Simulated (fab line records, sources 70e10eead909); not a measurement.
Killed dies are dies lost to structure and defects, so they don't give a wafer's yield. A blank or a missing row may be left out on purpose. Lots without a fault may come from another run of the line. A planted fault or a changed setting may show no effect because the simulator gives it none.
One fault seen from 2 desks | flow nand_harc | each desk has only its own numbers; what lay behind them comes last

THE DEFECT DESK
What the inspections along the route counted, lot by lot: means of the sampled wafers that have a number. A lot is out of limits, marked OUT, if its mean lies more than 4 standard deviations from the usual mean; the brackets give that distance.
Columns: A = raw_defect_count at NHARC_A_WL_FILL_INSPECT_15, usual 465
lot  | first seen here | A
L488 | day 21 18:31    | 440
L486 | day 21 18:32    | 468
L487 | day 21 23:27    | 519
L490 | day 22 18:12    | 519
L491 | day 22 23:09    | 432
L492 | day 23 11:44    | 654
L502 | day 28 22:39    | 418
L503 | day 29 05:28    | 409
L505 | day 29 12:02    | 341
L506 | day 29 12:05    | 452
L508 | day 29 23:59    | 496
L509 | day 30 11:50    | 446
This desk's finding: nothing out of limits on any of the 12 lots.

THE TOOL OWNER'S DESK: rie_diel-04
The tool's own readings at NHARC_A_CONTACT_ETCH_49 (etches the open film in N2/H2, target depth 260 nm, time 475.3 s): means of the sampled wafers that have a number, for each lot that ran on this tool. A lot is out of limits, marked OUT, if its mean lies more than 4 standard deviations from the usual mean; the brackets give that distance.
Columns: A = drypump_motor_current_A at NHARC_A_CONTACT_ETCH_49, usual 5.6 A; B = mfc_ar_sccm at NHARC_A_CONTACT_ETCH_49, usual 0.009 sccm; C = oes_product_au at NHARC_A_CONTACT_ETCH_49, usual 0.995 a.u.; D = rf_vpp_V at NHARC_A_CONTACT_ETCH_49, usual 431.0 V; E = run_length_s at NHARC_A_CONTACT_ETCH_49, usual 496.6 s; F = showerhead_plenum_p_Torr at NHARC_A_CONTACT_ETCH_49, usual 2.06 Torr; G = throttle_valve_pct at NHARC_A_CONTACT_ETCH_49, usual 14.172 %
lot  | first seen here | A   | B     | C     | D     | E               | F    | G
L488 | day 22 00:46    | 5.5 | 0.006 | 0.999 | 431.3 | 496.7           | 2.07 | 14.173
L486 | day 22 02:30    | 6.0 | 0.013 | 0.991 | 431.4 | 496.8           | 2.06 | 14.172
L490 | day 23 01:40    | 6.0 | 0.013 | 0.995 | 431.4 | 496.8           | 2.06 | 14.172
L492 | day 23 21:40    | 6.0 | 0.011 | 0.982 | 433.1 | 496.4           | 2.13 | 14.171
L502 | day 29 06:12    | 5.9 | 0.015 | 1.005 | 429.7 | 451.1 (-93) OUT | 1.99 | 14.166
L503 | day 29 12:18    | 6.0 | 0.013 | 0.997 | 430.4 | 450.8 (-93) OUT | 2.06 | 14.185
This desk's finding: out of limits on L502, L503; first on L502, day 29 06:12 (run_length_s at NHARC_A_CONTACT_ETCH_49). In limits: L488, L486, L490, L492.

PUT TOGETHER
The tool owner's desk could have raised an alarm at day 29 06:12, on L502, L503.
The defect desk saw nothing out of limits.
The defect desk has L502, L503 on record, within its limits.
Of the lots named, all ran NHARC_A_CONTACT_ETCH_49 on rie_diel-04.

WHAT THE SIMULATOR HAD PUT IN
Process parameter drift: rie_diel-04, from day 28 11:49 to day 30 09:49, at NHARC_A_CONTACT_ETCH_49. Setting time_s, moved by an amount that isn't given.
Lots struck among those shown: L502, L503.
Hours from the fault's start to each desk's first reading out of limits: the tool owner's desk, 18.
